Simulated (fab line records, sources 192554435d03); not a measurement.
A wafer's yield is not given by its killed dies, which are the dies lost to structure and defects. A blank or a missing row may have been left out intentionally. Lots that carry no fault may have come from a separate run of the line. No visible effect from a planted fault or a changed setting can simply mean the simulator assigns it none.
Struck lot and sound lot, side by side | flow n5_finfet | 15 out of 1938 route steps
Sound: wafers L259.1, L259.5, L259.6. Struck: wafer L276.4. (L276.1, L276.5 of the same lot were not struck and are left out.) The cause comes at the end.
Each step with rows lists, per side, the tool, then ch with its chambers, then its first start. Under that, the readings that differ: sound wafers | struck wafers | difference of the means | sigmas: that difference in standard deviations of wafers without a fault.
alike: same words and numbers on both sides, and readings whose means sit less than 2 such deviations apart. not compared: any withheld reading, any reading some wafer has no value for, any bound like >300 that may hide the same value, and any number with overlapping values for which the record gives no deviation.
The two part at a step that has a row with sigmas, a row that says differs or no value, or rows on one side only. Non-overlapping numbers with no deviation appear without sigmas and do not part them. Lack of a reading on every wafer of one side parts them only where that side has two or more wafers.

first, 5 steps without rows for these wafers: N5_BEOL_M10_EBR_24; N5_BEOL_M10_SOFTBAKE_23 (time 60 s); N5_BEOL_M10_EXPOSE_25 (exposes mask V9); N5_BEOL_M10_PEB_26 (peb time 60 s); N5_BEOL_M10_DEVELOP_27 (develop time 30 s).
N5_BEOL_M10_CD_MEAS_28 targets a cd of 70 nm.
  sound on cd_sem-03 ch 0, day 10 09:17; struck on cd_sem-02 ch 0, day 14 09:17
  alike: cd_nm
N5_BEOL_M10_OVL_MEAS_29:
  sound on overlay-02 ch 0, day 10 09:19; struck on overlay-01 ch 0, day 14 09:19
  alike: V9_OVL
N5_BEOL_M10_INSPECT_30: inspects for defects (brightfield).
  sound on defect_inspect-02, day 10 09:20; struck on defect_inspect-02, day 14 09:20
  alike: raw_defect_count
N5_BEOL_M10_DESCUM_33: chemistry O2, time 7.9 s.
  sound on rie_diel-04 ch 1,2, day 10 09:22; struck on rie_diel-04 ch 0, day 14 09:22
  alike: drypump_motor_current_A, oes_product_au, rf_vpp_V, showerhead_plenum_p_Torr, throttle_valve_pct
  not compared: rf_hours_counter_h
N5_BEOL_M10_ETCH_65: etches SiARC in CF4, target depth 39 nm, time 65 s.
  sound on rie_diel-04 ch 1,2, day 10 09:24; struck on rie_diel-04 ch 0, day 14 09:25
  alike: bias_w, drypump_motor_current_A, etch_rf_on_time_s, oes_product_au, rf_vpp_V, showerhead_plenum_p_Torr, throttle_valve_pct
  not compared: rf_hours_counter_h
N5_BEOL_M10_ETCH_66: etches SOC in N2/H2, target depth 120 nm, overetch 24 nm, time 180 s.
  sound on rie_diel-04 ch 1,2, day 10 09:27; struck on rie_diel-04 ch 0, day 14 09:28
  alike: bias_w, drypump_motor_current_A, oes_product_au, rf_vpp_V, showerhead_plenum_p_Torr, throttle_valve_pct
  not compared: rf_hours_counter_h
then, 1 step without rows for these wafers: N5_BEOL_M10_STRIP_69 (strips in N2/H2).
N5_BEOL_M10_VIA_ETCH_34: etches SiCOH lowk in C4F6/O2, target depth 184.5 nm, time 69.2 s.
  sound on rie_diel-04 ch 1,2, day 10 09:35; struck on rie_diel-04 ch 0, day 14 09:35
  reading                  | sound             | struck | difference | sigmas
  bias_w (W)               | 185.5 186.0 185.2 | 202.1  | +16.5      | +31
  rf_vpp_V (V)             | 647 645 655       | 714    | +65        | +5
  model.etch.depth_nm (nm) | 186.1 183.7 182.5 | 186.8  | +2.7       |
  alike: drypump_motor_current_A, oes_product_au, showerhead_plenum_p_Torr, throttle_valve_pct
  not compared: rf_hours_counter_h
then, 1 step without rows for these wafers: N5_BEOL_M10_STRIP_73 (strips in C4F6/O2).
N5_PASSIVATION_PROBE_49:
  rows exist in the record for the struck wafers here (prober-01, day 16 08:32), but not for the sound ones

== WHERE THEY PART ==
First at N5_BEOL_M10_VIA_ETCH_34; last, within this record, at N5_PASSIVATION_PROBE_49.

WHY: what the simulator had put in
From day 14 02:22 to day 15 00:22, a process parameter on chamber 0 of rie_diel-04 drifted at N5_BEOL_M10_VIA_ETCH_34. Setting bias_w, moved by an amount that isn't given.
